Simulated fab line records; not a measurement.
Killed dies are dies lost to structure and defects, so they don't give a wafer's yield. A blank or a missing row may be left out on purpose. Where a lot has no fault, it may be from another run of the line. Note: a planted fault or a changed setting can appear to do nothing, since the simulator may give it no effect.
The tool behind it: which one? + flow nandHarc + route of 1159 steps, sampled at 1 step: 13 lots, 39 wafers

## WHAT THE GAUGES SHOWED, per wafer
NHARC_P_GATE_CD_MEAS_26 targets a cd of 120 nm.
| lot  | measured     | on       | cdNm (nm)         |
|------|--------------|----------|-------------------|
| L903 | day 5 01:27  | cdSem-03 | 119.6 120.4 120.3 |
| L904 | day 5 01:37  | cdSem-01 | 120.3 120.6 121.3 |
| L905 | day 5 09:58  | cdSem-02 | 121.4 120.4 120.2 |
| L909 | day 6 12:20  | cdSem-01 | 121.1 120.3 120.6 |
| L912 | day 6 23:43  | cdSem-02 | 120.3 119.7 120.7 |
| L911 | day 7 00:22  | cdSem-01 | 121.3 121.0 120.8 |
| L914 | day 8 02:09  | cdSem-01 | 120.6 120.3 120.7 |
| L915 | day 8 02:19  | cdSem-02 | 119.6 120.2 120.7 |
| L917 | day 8 15:11  | cdSem-01 | 120.6 120.7 120.7 |
| L920 | day 9 05:41  | cdSem-01 | 119.8 118.7 118.9 |
| L922 | day 9 15:08  | cdSem-01 | 120.6 120.2 120.3 |
| L923 | day 10 01:23 | cdSem-02 | 120.2 120.8 120.9 |
| L924 | day 10 04:11 | cdSem-03 | 120.0 120.0 119.8 |

## WHICH TOOL RAN EACH LOT (tool, then ch and the chambers of the sampled wafers, then the start)
Record: no process step prior to these readings.

## AS READ BY THE TOOLS THEMSELVES (means over the sampled wafers that have a number; for cases with no such wafer, the mark the record gives instead)
The record holds no such reading with a usual standard deviation.

## THE ANSWER, worked out from the rows above alone
Rule: the lots themselves supply what counts as usual. Put in order of their means at a reading, lots are off if they are a third of the lots or fewer, leave a main group of 4 or more, and stand apart from it by a gap of 3 or more times the standard deviation of the main group's means; of several such gaps the widest counts. Not used: any main group whose means are identical at the precision the tables above print for the reading. A lot without any number at a reading at which 4 lots or more have one is off too. Where the step has rows for the other lots, those lots are counted as sound. First the gauges in route order, then the tools' own readings, where a lot's mean is used as printed above. At the first step where some lot is off, the reading lying furthest off is the one used; lots without a number count as furthest.
Nothing can be told from this: no lot is off at any reading shown.

## WHAT HAD BEEN PUT IN BY THE SIMULATOR
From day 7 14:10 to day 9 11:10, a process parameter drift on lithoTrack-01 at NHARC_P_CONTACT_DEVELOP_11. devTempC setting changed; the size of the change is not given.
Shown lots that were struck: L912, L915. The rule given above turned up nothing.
